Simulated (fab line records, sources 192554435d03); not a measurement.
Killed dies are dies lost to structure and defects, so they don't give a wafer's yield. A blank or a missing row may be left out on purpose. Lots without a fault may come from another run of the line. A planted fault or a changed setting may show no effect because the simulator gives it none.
fab line records | flow n5_finfet
record lots=7 wafers=21
route steps=1938 shown MOL_CONTACT_COAG@531 BEOL_M0_SAQP@643 BEOL_M0_CUTY@705 BEOL_M0@720 BEOL_M2@873
start_h: hours from the record's first day to the start of the lot's first wafer shown | wait_h: hours since the lot's step before | " the same as in the row above | L1.1+2: a row that stands for several wafers | - no value, or no start given | * or withheld: withheld | < > ~ a bound
route shown NAME@n: a module of which the file shows steps, and the number in the route of the first | usual: mean/standard deviation of fault-free wafers | same: alike in all rows | chamber/n: place in a boat | sites: the reading at each site | _std_site: their standard deviation | _edge_site: outer sites' mean less inner sites' | radius_mm: how far each site lies from the wafer's centre | mask NAME#n: copy n | behind: the tool/chamber that last shaped the wafer | hold: why the lot was held/for how many hours/how that ended | device: the transistor (n, p or np) that didn't switch | end of line: the same wafers' tests at the end of the route | a step without rows: its recipe alone | killed: dies lost to structure and defects at the first sort, not the wafer's yield | map: a wafer's dies, x killed, . not, _ none there
set.NAME: the setting as run; set.NAME@STEP: as run at that earlier step | model.NAME: the simulator's own value behind a step, which no gauge read
lots whose settings were changed on purpose; a table a step, a row a wafer
## steps
# step N5_MOL_CONTACT_COAG_ETCH_105
# recipe chemistry=CF4 target=SiARC target_depth_a=156 mask_material=CAR-EUV time_s=26 ion_energy_ev=80 pressure_mtorr=40 source_w=545 bias_w=36 Ar_flow_sccm=100 cf4_flow_sccm=100 ends=cleared
# usual rf_vpp_V=183.8/1.2
# columns lot.wafer tool chamber start_h wait_h set.bias_w rf_vpp_V
L077.1 rie_diel-04 3 107.69 0.0 29.55 161.4
L077.5 " 0 " " 36 183.8
L077.6 " 1 " " 36 184.9
L079.1 rie_diel-03 3 117.49 0.0 36 183.2
L079.3 " 1 " " 36 183.2
L079.4 " 1 " " 36 182.9
L082.1 rie_diel-04 1 136.50 0.0 30.18 166.6
L082.3 " 0 " " 36 183.6
L082.6 " 1 " " 36 183.7
L083.1 rie_diel-05 1 143.04 0.0 36 183.4
L083.4 " 2 " " 36 180.9
L083.5 " 3 " " 36 185.2
L086.1 rie_diel-03 0 163.50 0.0 36 185.2
L086.2 " 2 " " 36 183.4
L086.3 " 1 " " 36 182.7
L091.1 rie_diel-05 1 188.79 0.0 31.07 168.1
L091.2 " 2 " " 36 183.0
L091.5 " 0 " " 36 182.6
L095.3 rie_diel-05 0 218.59 0.0 30.97 165.8
L095.4 " 3 " " 36 185.5
L095.5 " 1 " " 36 182.8
# step N5_MOL_CONTACT_COAG_ALD_27
# recipe material=SiOC target_thk_a=170 temp_c=400 ald_precursor_family=carbosiloxane ald_co_reactant=H2-plasma pulse_time_s=1.5 time_s=2720 purge_time_s=2 co_reactant_purge_time_s=2 ald_cycles=340 pressure_torr=2
# columns lot.wafer tool chamber start_h wait_h set.ald_cycles model.SiOC_of_MOL_CONTACT_COAG_ALD_27.thk_nm
L077.1 ald_sin-03 1 114.82 0.2 340 17
L077.5+6 " 1,2 " " 360 18
L079.1+3+4 ald_sin-03 1,3,0 124.81 0.4 340 17
L082.1 ald_sin-04 2 145.28 0.4 386 19.2
L082.3 " 0 " " 340 17
L082.6 " 0 " " 386 19.4
L083.1+5 ald_sin-04 3,1 149.51 0.0 321 16
L083.4 " 2 " " 340 17
L086.1 ald_sin-03 3 168.64 0.0 340 16.8
L086.2 " 2 " " 340 17
L086.3 " 1 " " 325 16
L091.1+2+5 ald_sin-03 3,2,3 195.76 0.0 340 17
L095.3+4 ald_sin-02 2 229.56 0.0 340 17
L095.5 " 3 " " 340 16.8
# step N5_MOL_CONTACT_COAG_COAT_75
# recipe resist=SOC temp_c=250 time_s=60 spin_rpm=1500 resist_thk_nm=60
# columns lot.wafer tool chamber start_h wait_h set.spin_rpm model.SOC_of_MOL_CONTACT_COAG_COAT_75.thk_nm
L077.1 litho_track-02 0 117.28 0.0 1356 63.4
L077.5 " 0 " " 1356 63
L077.6 " 0 " " 1500 60
L079.1+4 litho_track-05 0 127.27 0.0 1500 60
L079.3 " 0 " " 1500 60.2
L082.1 litho_track-01 0 147.74 0.0 1395 62.6
L082.3 " 0 " " 1395 62
L082.6 " 0 " " 1500 60
L083.1 litho_track-05 0 151.97 0.0 1500 60
L083.4 " 0 " " 1390 62.6
L083.5 " 0 " " 1390 62.4
L086.1 litho_track-01 0 171.11 0.0 1500 60.2
L086.2+3 " 0 " " 1396 62.4
L091.1 litho_track-05 0 198.22 0.0 1500 59.8
L091.2+5 " 0 " " 1500 60
L095.3 litho_track-05 0 232.02 0.0 1500 60
L095.4+5 " 0 " " 1429 61.4
# step N5_MOL_CONTACT_COAG_COAT_76
# recipe resist=SiARC temp_c=220 time_s=60 spin_rpm=1500 resist_thk_nm=10
# step N5_MOL_CONTACT_COAG_COAT_77
# recipe resist=underlayer temp_c=205 time_s=60 spin_rpm=1500 resist_thk_nm=10
# step N5_MOL_CONTACT_COAG_ALD_131
# recipe material=SiO2 target_thk_a=50 temp_c=100 ald_precursor_family=BDEAS ald_co_reactant=O2-plasma pulse_time_s=1 co_reactant_pulse_time_s=1 purge_time_s=2 co_reactant_purge_time_s=2 ald_cycles=35 pressure_torr=2
# step N5_MOL_CONTACT_COAG_ETCHBACK_132
# recipe chemistry=CHF3 target=SiO2 target_depth_a=100 time_s=6.7 ion_energy_ev=200 pressure_mtorr=30 source_w=610 bias_w=170 Ar_flow_sccm=200 CHF3_flow_sccm=50
# step N5_MOL_CONTACT_COAG_ETCH_91
# recipe chemistry=N2/H2 target=SOC target_depth_a=600 overetch_a=210 mask_material=SiARC temp_c=40 time_s=101.2 ion_energy_ev=200 pressure_mtorr=30 source_w=840 bias_w=150 n2_flow_sccm=200 h2_flow_sccm=200
# columns lot.wafer tool chamber start_h wait_h set.spin_rpm@MOL_CONTACT_COAG_COAT_75 model.etch.depth_nm
L077.1 rie_diel-03 3 118.40 0.0 1356 63.33
L077.5 " 0 " " 1356 63.07
L077.6 " 3 " " 1500 60.08
L079.1 rie_diel-04 3 128.03 0.0 1500 60.02
L079.3 " 2 " " 1500 60.11
L079.4 " 0 " " 1500 60.07
L082.1 rie_diel-05 1 148.69 0.0 1395 62.53
L082.3 " 0 " " 1395 62.1
L082.6 " 1 " " 1500 60
L083.1 rie_diel-05 0 153.13 0.0 1500 60.09
L083.4 " 1 " " 1390 62.51
L083.5 " 0 " " 1390 62.33
L086.1 rie_diel-04 2 172.40 0.0 1500 60.23
L086.2 " 1 " " 1396 62.39
L086.3 " 3 " " 1396 62.46
L091.1 rie_diel-05 2 199.32 0.0 1500 59.85
L091.2 " 1 " " 1500 59.99
L091.5 " 2 " " 1500 59.96
L095.3 rie_diel-04 3 233.12 0.0 1500 60.05
L095.4 " 0 " " 1429 61.5
L095.5 " 3 " " 1429 61.45
# step N5_MOL_CONTACT_COAG_STRIP_92
# recipe chemistry=N2/H2 temp_c=40 n2_flow_sccm=200 h2_flow_sccm=200 rf_frequency_hz=6e+07
# step N5_MOL_CONTACT_COAG_STRIP_93
# recipe chemistry=N2/H2 temp_c=40 n2_flow_sccm=200 h2_flow_sccm=200 rf_frequency_hz=6e+07
# step N5_MOL_CONTACT_COAG_ETCHBACK_135
# recipe chemistry=CHF3 target=SiO2 target_depth_a=250 time_s=16.7 ion_energy_ev=200 pressure_mtorr=30 source_w=610 bias_w=170 Ar_flow_sccm=200 CHF3_flow_sccm=50
# columns lot.wafer tool chamber start_h wait_h set.spin_rpm@MOL_CONTACT_COAG_COAT_75 model.SOC_of_MOL_CONTACT_COAG_COAT_75.thk_nm
L077.1 rie_diel-03 3 118.49 0.0 1356 60.6
L077.5 " 0 " " 1356 60.4
L077.6 " 3 " " 1500 57.4
L079.1+3 rie_diel-04 3,2 128.12 0.0 1500 57.4
L079.4 " 0 " " 1500 57.6
L082.1 rie_diel-05 1 148.78 0.0 1395 60
L082.3 " 0 " " 1395 59.6
L082.6 " 1 " " 1500 57.4
L083.1 rie_diel-05 0 153.22 0.0 1500 57.6
L083.4 " 1 " " 1390 60
L083.5 " 0 " " 1390 59.8
L086.1 rie_diel-04 2 172.49 0.0 1500 57.6
L086.2+3 " 1,3 " " 1396 59.8
L091.1 rie_diel-05 2 199.41 0.0 1500 57.2
L091.2+5 " 1,2 " " 1500 57.4
L095.3 rie_diel-04 3 233.21 0.0 1500 57.4
L095.4 " 0 " " 1429 59
L095.5 " 3 " " 1429 58.8
# step N5_BEOL_M0_SAQP_COAT_08
# recipe resist=CAR-ArF spin_rpm=1500 resist_thk_nm=90
# columns lot.wafer tool chamber start_h wait_h set.spin_rpm model.CAR-ArF_of_BEOL_M0_SAQP_COAT_08.thk_nm
L077.1 litho_track-01 0 - - 1629 86.2
L077.5 " 0 " " 1629 86
L077.6 " 0 " " 1500 89.8
L079.1 litho_track-03 0 - - 1500 90.6
L079.3+4 " 0 " " 1500 90.2
L082.1 litho_track-04 0 - - 1500 89.6
L082.3 " 0 " " 1500 90
L082.6 " 0 " " 1595 87.2
L083.1 litho_track-03 0 - - 1500 89.8
L083.4 " 0 " " 1553 88.4
L083.5 " 0 " " 1553 88.2
L086.1+3 litho_track-01 0 - - 1500 90.2
L086.2 " 0 " " 1350 94.6
L091.1+2 litho_track-04 0 - - 1574 87.4
L091.5 " 0 " " 1500 89.4
L095.3+4+5 litho_track-03 0 - - 1500 90
# step N5_BEOL_M0_SAQP_PEB_12
# recipe peb_temp_c=withheld peb_time_s=60 resist=CAR-ArF
# columns lot.wafer tool chamber start_h wait_h set.peb_time_s
L077.1+5 litho_track-03 0 126.28 0.1 60
L077.6 " 0 " " 55.21
L079.1+3+4 litho_track-01 0 135.67 0.1 60
L082.1+6 litho_track-03 0 157.99 0.1 69.99
L082.3 " 0 " " 60
L083.1 litho_track-04 0 161.38 0.1 53.91
L083.4+5 " 0 " " 60
L086.1+2 litho_track-04 0 183.27 0.1 55.07
L086.3 " 0 " " 60
L091.1+2+5 litho_track-01 0 208.53 0.1 65.12
L095.3+4 litho_track-01 0 241.88 0.0 55.61
L095.5 " 0 " " 60
# step N5_BEOL_M0_SAQP_DEVELOP_13
# recipe develop_time_s=30 developer=TMAH resist=CAR-ArF dev_temp_c=23 rinse_liquid=diw dry=air_spin
# columns lot.wafer tool chamber start_h wait_h set.spin_rpm@BEOL_M0_SAQP_COAT_08 model.CAR-ArF_of_BEOL_M0_SAQP_COAT_08.thk_nm
L077.1 litho_track-03 0 - - 1629 84.4
L077.5 " 0 " " 1629 84.2
L077.6 " 0 " " 1500 88.2
L079.1 litho_track-01 0 - - 1500 88.8
L079.3+4 " 0 " " 1500 88.4
L082.1 litho_track-03 0 - - 1500 88
L082.3 " 0 " " 1500 88.4
L082.6 " 0 " " 1595 85.4
L083.1 litho_track-04 0 - - 1500 88
L083.4+5 " 0 " " 1553 86.6
L086.1 litho_track-04 0 - - 1500 88.4
L086.2 " 0 " " 1350 93
L086.3 " 0 " " 1500 88.6
L091.1+2 litho_track-01 0 - - 1574 85.6
L091.5 " 0 " " 1500 87.8
L095.3+4+5 litho_track-01 0 - - 1500 88.4
# step N5_BEOL_M0_SAQP_CD_MEAS_14
# recipe target_cd_nm=42.5 landing_energy_ev=500 detector=se_inlens
# usual cd_nm=42.5/0.35
# columns lot.wafer tool chamber start_h wait_h set.peb_time_s@BEOL_M0_SAQP_PEB_12 cd_nm
L077.1 cd_sem-03 0 126.35 - 60 42.4
L077.5 " 0 " " 60 43.0
L077.6 " 0 " " 55.21 43.8
L079.1 cd_sem-01 0 135.74 - 60 42.1
L079.3 " 0 " " 60 42.4
L079.4 " 0 " " 60 42.1
L082.1 cd_sem-01 0 158.05 - 69.99 40.3
L082.3 " 0 " " 60 42.7
L082.6 " 0 " " 69.99 40.0
L083.1 cd_sem-02 0 161.44 - 53.91 44.5
L083.4 " 0 " " 60 42.5
L083.5 " 0 " " 60 42.1
L086.1 cd_sem-01 0 183.34 - 55.07 43.7
L086.2 " 0 " " 55.07 44.4
L086.3 " 0 " " 60 42.4
L091.1 cd_sem-02 0 208.60 - 65.12 40.7
L091.2 " 0 " " 65.12 41.2
L091.5 " 0 " " 65.12 41.5
L095.3 cd_sem-03 0 241.95 - 55.61 43.7
L095.4 " 0 " " 55.61 43.7
L095.5 " 0 " " 60 42.6
# step N5_BEOL_M0_CUTY_EXPOSE_54
# recipe mask_id=M0_ABLK na=1.35 source_shape=conventional sigma_outer=0.8 polarization=unpolarized dose_mj=36
# columns lot.wafer tool chamber start_h wait_h mask set.dose_mj
L077.1+5+6 arfi_scanner-03 0 132.05 - M0_ABLK#0 36
L079.1+3+4 arfi_scanner-02 0 141.54 - M0_ABLK#0 36
L082.1 arfi_scanner-01 0 163.94 - M0_ABLK#0 33.8
L082.3+6 " 0 " " M0_ABLK#0 36
L083.1+4 arfi_scanner-03 0 166.75 - M0_ABLK#0 36
L083.5 " 0 " " M0_ABLK#0 38.08
L086.1+3 arfi_scanner-02 0 189.68 - M0_ABLK#0 34.36
L086.2 " 0 " " M0_ABLK#0 36
L091.1 arfi_scanner-03 0 214.71 - M0_ABLK#0 36
L091.2+5 " 0 " " M0_ABLK#0 34.14
L095.3+4+5 arfi_scanner-03 0 247.18 - M0_ABLK#0 36
# step N5_BEOL_M0_CUTY_PEB_55
# recipe peb_temp_c=110 peb_time_s=60 resist=CAR-ArF-block
# step N5_BEOL_M0_CUTY_DEVELOP_56
# recipe develop_time_s=30 developer=TMAH resist=CAR-ArF-block rinse_liquid=diw dry=air_spin dev_temp_c=23
# step N5_BEOL_M0_CUTY_CD_MEAS_57
# recipe target_cd_nm=200 landing_energy_ev=500 detector=se_inlens polarity=line
# usual cd_nm=199.8/0.9
# columns lot.wafer tool chamber start_h wait_h set.dose_mj@BEOL_M0_CUTY_EXPOSE_54 cd_nm
L077.1 cd_sem-03 0 132.18 - 36 200.1
L077.5 " 0 " " 36 200.6
L077.6 " 0 " " 36 199.9
L079.1 cd_sem-01 0 141.67 - 36 199.6
L079.3 " 0 " " 36 200.7
L079.4 " 0 " " 36 199.7
L082.1 cd_sem-02 0 164.06 - 33.8 202.3
L082.3 " 0 " " 36 198.4
L082.6 " 0 " " 36 198.5
L083.1 cd_sem-03 0 166.87 - 36 201.2
L083.4 " 0 " " 36 200.0
L083.5 " 0 " " 38.08 196.5
L086.1 cd_sem-03 0 189.80 - 34.36 203.6
L086.2 " 0 " " 36 200.2
L086.3 " 0 " " 34.36 203.4
L091.1 cd_sem-02 0 214.84 - 36 198.8
L091.2 " 0 " " 34.14 202.7
L091.5 " 0 " " 34.14 201.3
L095.3 cd_sem-03 0 247.30 - 36 199.6
L095.4 " 0 " " 36 199.5
L095.5 " 0 " " 36 199.5
# step N5_BEOL_M0_ETCH_128
# recipe chemistry=CF4/N2 target_depth_a=120 overetch_a=51 target=SiCN time_s=21.4 ion_energy_ev=150 pressure_mtorr=40 source_w=430 bias_w=70 Ar_flow_sccm=100 cf4_flow_sccm=60 n2_flow_sccm=60
# usual rf_vpp_V=382.0/1.8
# columns lot.wafer tool chamber start_h wait_h set.source_w rf_vpp_V
L077.1 rie_diel-05 3 133.47 0.1 362.6 407.8
L077.5 " 3 " " 362.6 406.2
L077.6 " 2 " " 362.6 400.4
L079.1 rie_diel-04 2 144.18 0.3 430 382.0
L079.3 " 3 " " 430 381.7
L079.4 " 3 " " 430 379.9
L082.1 rie_diel-03 3 164.82 0.0 476.3 368.2
L082.3 " 2 " " 430 384.8
L082.6 " 3 " " 476.3 368.7
L083.1 rie_diel-03 1 167.91 0.2 377.6 396.7
L083.4 " 2 " " 377.6 402.2
L083.5 " 0 " " 430 381.9
L086.1 rie_diel-05 0 191.28 0.3 430 379.8
L086.2 " 1 " " 430 381.9
L086.3 " 2 " " 483.7 363.6
L091.1 rie_diel-05 3 218.08 0.4 381.6 399.2
L091.2 " 1 " " 381.6 398.7
L091.5 " 1 " " 430 382.1
L095.3 rie_diel-03 0 252.41 0.1 376 400.6
L095.4 " 1 " " 430 380.6
L095.5 " 2 " " 430 383.5
# step N5_BEOL_M0_TRENCH_ETCH_107
# recipe chemistry=C4F6/O2 target_depth_a=328 target=SiOC time_s=16.4 ion_energy_ev=250 pressure_mtorr=30 source_w=355 bias_w=185 Ar_flow_sccm=300 C4F6_flow_sccm=10 O2_flow_sccm=10
# columns lot.wafer tool chamber start_h wait_h set.target_depth_a model.BEOL_M0.feature_depth_nm
L077.1+5 rie_diel-05 3 133.51 0.0 328 31.8
L077.6 " 2 " " 304.6 29.6
L079.1 rie_diel-04 2 144.23 0.0 328 32.6
L079.3+4 " 3 " " 328 32.8
L082.1 rie_diel-03 3 164.86 0.0 328 33.8
L082.3 " 2 " " 366.4 36.4
L082.6 " 3 " " 366.4 38
L083.1 rie_diel-03 1 167.95 0.0 328 33.4
L083.4 " 2 " " 328 32
L083.5 " 0 " " 353.1 35
L086.1+2 rie_diel-05 0,1 191.32 0.0 289.3 28.6
L086.3 " 2 " " 328 32.6
L091.1+2+5 rie_diel-05 3,1,1 218.12 0.0 328 32.4
L095.3 rie_diel-03 0 252.45 0.0 317.5 31.4
L095.4 " 1 " " 317.5 32.4
L095.5 " 2 " " 328 32.2
# step N5_BEOL_M0_STRIP_142
# recipe chemistry=N2/H2 time_s=10 power_w=450 temp_c=40 pressure_mtorr=20 rf_frequency_hz=6e+07 bias_power_w=7 n2_flow_sccm=200 h2_flow_sccm=200
# step N5_BEOL_M0_OCD_MEAS_108
# usual trench_depth_nm=32.5/0.71
# columns lot.wafer tool chamber start_h wait_h set.target_depth_a@BEOL_M0_TRENCH_ETCH_107 trench_depth_nm
L077.1 ocd-01 - 133.62 0.1 328 32.0
L077.5 " - " " 328 31.6
L077.6 " - " " 304.6 29.4
L079.1 ocd-02 - 144.33 0.1 328 32.3
L079.3 " - " " 328 33.0
L079.4 " - " " 328 32.9
L082.1 ocd-01 - 164.96 0.1 328 33.5
L082.3 " - " " 366.4 36.1
L082.6 " - " " 366.4 38.1
L083.1 ocd-01 - 168.05 0.1 328 33.3
L083.4 " - " " 328 32.0
L083.5 " - " " 353.1 35.0
L086.1 ocd-02 - 191.43 0.1 289.3 28.9
L086.2 " - " " 289.3 28.8
L086.3 " - " " 328 32.7
L091.1 ocd-01 - 218.22 0.1 328 32.3
L091.2 " - " " 328 33.0
L091.5 " - " " 328 32.6
L095.3 ocd-02 - 252.56 0.1 317.5 30.8
L095.4 " - " " 317.5 32.4
L095.5 " - " " 328 32.3
# step N5_BEOL_M2_EXPOSE_25
# recipe mask_id=V1 na=0.33 source_shape=quasar sigma_inner=0.2 sigma_outer=0.8 polarization=unpolarized defocus_nm=5 dose_mj=63
# columns lot.wafer tool chamber start_h wait_h mask set.dose_mj
L077.1 euv_scanner-01 0 153.29 - V1#0 64.71
L077.5+6 " 0 " " V1#0 63
L079.1+3+4 euv_scanner-01 0 157.40 - V1#0 63
L082.1+6 euv_scanner-02 0 181.19 - V1#0 63
L082.3 " 0 " " V1#0 66.83
L083.1+4+5 euv_scanner-02 0 186.21 - V1#0 63
L086.1 euv_scanner-02 0 207.14 - V1#0 66.69
L086.2+3 " 0 " " V1#0 63
L091.1+5 euv_scanner-01 0 236.03 - V1#0 66.33
L091.2 " 0 " " V1#0 63
L095.3+5 euv_scanner-02 0 276.41 - V1#0 60.29
L095.4 " 0 " " V1#0 63
# step N5_BEOL_M2_PEB_26
# recipe peb_temp_c=100 peb_time_s=60 resist=CAR-EUV
# step N5_BEOL_M2_DEVELOP_27
# recipe develop_time_s=30 developer=TMAH resist=CAR-EUV rinse_liquid=surfactant_rinse dry=air_spin dev_temp_c=23
# step N5_BEOL_M2_CD_MEAS_28
# recipe target_cd_nm=26.2 landing_energy_ev=500 detector=se_inlens target_cd_y_nm=24.1 polarity=opening
# usual cd_nm=26.14/0.24
# columns lot.wafer tool chamber start_h wait_h set.dose_mj@BEOL_M2_EXPOSE_25 cd_nm
L077.1 cd_sem-03 0 153.43 - 64.71 26.22
L077.5 " 0 " " 63 26.08
L077.6 " 0 " " 63 25.71
L079.1 cd_sem-03 0 157.55 - 63 25.95
L079.3 " 0 " " 63 26.15
L079.4 " 0 " " 63 26.04
L082.1 cd_sem-03 0 181.34 - 63 26.60
L082.3 " 0 " " 66.83 27.38
L082.6 " 0 " " 63 26.21
L083.1 cd_sem-01 0 186.35 - 63 26.41
L083.4 " 0 " " 63 26.11
L083.5 " 0 " " 63 26.35
L086.1 cd_sem-03 0 207.29 - 66.69 27.43
L086.2 " 0 " " 63 25.90
L086.3 " 0 " " 63 26.37
L091.1 cd_sem-02 0 236.18 - 66.33 26.81
L091.2 " 0 " " 63 26.03
L091.5 " 0 " " 66.33 26.79
L095.3 cd_sem-01 0 276.54 - 60.29 25.68
L095.4 " 0 " " 63 26.61
L095.5 " 0 " " 60.29 25.35
## key
split step=N5_MOL_CONTACT_COAG_ETCH_105 setting=bias_w stated=36 by=wafer
response step=N5_MOL_CONTACT_COAG_ETCH_105 reading=rf_vpp_V change=+1.19 per=1% r=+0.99
split step=N5_MOL_CONTACT_COAG_ALD_27 setting=ald_cycles stated=340 by=wafer
response step=N5_MOL_CONTACT_COAG_ALD_27 reading=model.SiOC_of_MOL_CONTACT_COAG_ALD_27.thk_nm change=+0.174 per=1% r=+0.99
split step=N5_MOL_CONTACT_COAG_COAT_75 setting=spin_rpm stated=1500 by=wafer
response step=N5_MOL_CONTACT_COAG_COAT_75 reading=model.SOC_of_MOL_CONTACT_COAG_COAT_75.thk_nm change=-0.328 per=1% r=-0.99
response step=N5_MOL_CONTACT_COAG_ETCH_91 reading=model.etch.depth_nm change=-0.321 per=1% r=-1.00
response step=N5_MOL_CONTACT_COAG_ETCHBACK_135 reading=model.SOC_of_MOL_CONTACT_COAG_COAT_75.thk_nm change=-0.323 per=1% r=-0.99
split step=N5_BEOL_M0_SAQP_COAT_08 setting=spin_rpm stated=1500 by=wafer
response step=N5_BEOL_M0_SAQP_COAT_08 reading=model.CAR-ArF_of_BEOL_M0_SAQP_COAT_08.thk_nm change=-0.428 per=1% r=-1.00
response step=N5_BEOL_M0_SAQP_DEVELOP_13 reading=model.CAR-ArF_of_BEOL_M0_SAQP_COAT_08.thk_nm change=-0.447 per=1% r=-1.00
split step=N5_BEOL_M0_SAQP_PEB_12 setting=peb_time_s stated=60 by=wafer
response step=N5_BEOL_M0_SAQP_CD_MEAS_14 reading=cd_nm change=-0.167 per=1% r=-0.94
split step=N5_BEOL_M0_CUTY_EXPOSE_54 setting=dose_mj stated=36 by=wafer
response step=N5_BEOL_M0_CUTY_CD_MEAS_57 reading=cd_nm change=-0.664 per=1% r=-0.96
split step=N5_BEOL_M0_ETCH_128 setting=source_w stated=430 by=wafer
response step=N5_BEOL_M0_ETCH_128 reading=rf_vpp_V change=-1.46 per=1% r=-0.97
split step=N5_BEOL_M0_TRENCH_ETCH_107 setting=target_depth_a stated=328 by=wafer
response step=N5_BEOL_M0_TRENCH_ETCH_107 reading=model.BEOL_M0.feature_depth_nm change=+0.306 per=1% r=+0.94
response step=N5_BEOL_M0_OCD_MEAS_108 reading=trench_depth_nm change=+0.315 per=1% r=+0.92
split step=N5_BEOL_M2_EXPOSE_25 setting=dose_mj stated=63 by=wafer
response step=N5_BEOL_M2_CD_MEAS_28 reading=cd_nm change=+0.186 per=1% r=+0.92
